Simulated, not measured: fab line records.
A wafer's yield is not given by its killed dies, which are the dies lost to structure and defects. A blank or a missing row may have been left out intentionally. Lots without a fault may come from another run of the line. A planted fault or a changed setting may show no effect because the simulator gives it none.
Problem report in the 8D (eight disciplines) form, filled by code    flow nand-harc    the parts of the form that need people (team, actions taken, sign-off) are left out

1. THE PROBLEM
time-to-endpoint-s at NHARC_A_CONTACT_CMP_20 reads a mean of 31.6 s on 2 wafers of 2 lots; wafers without a fault read 60.7 s with a standard deviation of 2.2. That is -13 standard deviations from the usual mean.
The step: polishes, t overpolish 30 s, target thk 300 nm.
First seen on wafer L114.4, day 18 08:27, on cmp-02. The record holds 39 wafers of 13 lots with a number at this step. By rule, "out" or "out of limits" means more than 4 standard deviations away from the usual mean. Any other wafer with a number is counted as sound.

2. WHAT THIS IS AND IS NOT
question                     is                  is not
which readings at this step  time-to-endpoint-s  overpolish-run-s, pad-life-wafers
which lots                   L114, L120          L108, L110, L111, L112, L113, L121, L124, L125, L127, L129, L131
which wafers of those lots   L114.4, L120.4      L114.2, L114.3, L120.3, L120.6
read on which tools          cmp-02              cmp-01, cmp-04
when                         from day 18 08:27   up to then (17 sound wafers); but 20 sound wafers of L120, L121, L124, L125, L127, L129, L131 came after

3. WHAT RULES OUT EACH SUSPECT
Counting: a tool at a process step up to the reading stays a suspect if it ran every lot that is out. Sound lots after the first of them don't rule it out here, since some wafers of a struck lot are sound.
- har-cap-etch-03 at NHARC_A_CONTACT_ETCH_135 (etches the open film in C4F8/O2/Ar, time 132 s, target depth 1287 nm): kept. Every lot that is out went through it, the first being L114 (day 18 05:18); the last sound lot it ran before that was L111 (day 17 10:11).
- har-cap-etch-03 at NHARC_A_CONTACT_ETCH_136 (etches the open film in C4F8/O2/Ar, time 132 s, target depth 1287 nm): kept. Every lot that is out went through it, the first being L114 (day 18 05:26); the last sound lot it ran before that was L111 (day 17 10:19).
- har-cap-etch-03 at NHARC_A_CONTACT_ETCH_137 (etches the open film in C4F8/O2/Ar, time 132 s, target depth 1287 nm): kept. Every lot that is out went through it, the first being L114 (day 18 05:33); the last sound lot it ran before that was L111 (day 17 10:26).
- cmp-02 at NHARC_A_CONTACT_CMP_20 (polishes, t overpolish 30 s, target thk 300 nm): kept. Every lot that is out went through it, the first being L114 (day 18 08:27); the last sound lot it ran before that was L113 (day 18 04:44). Out on those wafers are its own readings of time-to-endpoint-s.
- cmp-02, NHARC_A_CONTACT_CMP_20: wafers that are out in chamber 1, sound lot-mates in chambers 0, 2, 3.
Left after counting: har-cap-etch-03 at NHARC_A_CONTACT_ETCH_135, har-cap-etch-03 at NHARC_A_CONTACT_ETCH_136, har-cap-etch-03 at NHARC_A_CONTACT_ETCH_137, cmp-02 at NHARC_A_CONTACT_CMP_20.

4. THE CAUSE (what the simulator had put in)
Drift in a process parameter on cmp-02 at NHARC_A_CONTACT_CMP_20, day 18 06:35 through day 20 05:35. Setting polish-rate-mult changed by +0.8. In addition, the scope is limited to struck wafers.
This tool is one of the 4 suspects left after counting.

5. THE CHAIN OF EFFECTS, in route order
Each row: a reading where the mean over the struck wafers with a number is more than 3 standard deviations away from the usual. Readings are gone through only where the record gives a usual standard deviation; hours: the median, over the lots, of the time from a lot's start at the first step in this table giving one to that lot's start at this step; sigmas: the change measured in usual standard deviations.
hours  step                    reading             usual   on struck wafers  change  sigmas
0      NHARC_A_CONTACT_CMP_20  time-to-endpoint-s  60.7 s  31.6              -29.1   -13
The process steps in it:
- NHARC_A_CONTACT_CMP_20: polishes, t overpolish 30 s, target thk 300 nm.

6. HOW IT WOULD HAVE BEEN CAUGHT EARLIER
First out-of-limits reading in this record: day 18 08:27, which is 2 hours after fault onset at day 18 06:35.
